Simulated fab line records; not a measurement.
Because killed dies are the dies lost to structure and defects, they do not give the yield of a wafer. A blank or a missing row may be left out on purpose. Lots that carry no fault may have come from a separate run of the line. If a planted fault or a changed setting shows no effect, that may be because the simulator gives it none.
Chamber matching ; flow n5_finfet ; N5_FIN_SAQP_SPACER1_ETCHBACK_25 on rie_diel-02: 4 sister chambers
The step etches SiO2 in CHF3/O2, target depth 24.4 nm, time 12.2 s. 4 wafers are shown with their chamber, then 10 later ones without.

WAFERS WITH THEIR CHAMBER
wafer;chamber;showerhead_plenum_p_Torr (Torr)
L077.3;0;2.43
L087.5;3;2.50
L088.1;1;2.34
L088.2;2;2.29

WAFERS WHOSE CHAMBER IS MISSING
wafer;showerhead_plenum_p_Torr (Torr)
L088.5;2.29
L093.1;2.42
L093.4;2.50
L093.5;2.42
L096.1;2.33
L096.3;2.41
L096.5;2.29
L097.1;2.33
L097.2;2.49
L097.3;2.41

WHICH CHAMBER EACH ONE RAN IN
wafer;from the rows above;in truth
L088.5;2;2
L093.1;0;0
L093.4;3;3
L093.5;0;0
L096.1;1;1
L096.3;0;0
L096.5;2;2
L097.1;1;1
L097.2;3;3
L097.3;0;0
Correct placement for 10 of the 10. From these rows, 0 cannot be placed. Placed wrongly: 0.
How it was worked out, from the rows above alone: a wafer's distance from a chamber is the root of the sum, over the readings, of the square of ((its reading less the chamber's mean) divided by the reading's scatter). The wafer belongs to the nearest chamber; if the next one is less than 2 further off, it can't be placed. A chamber's mean is the mean of its shown wafers. The scatter: root of mean squared gap, hidden wafer to nearest shown wafer, with one shown wafer a chamber.
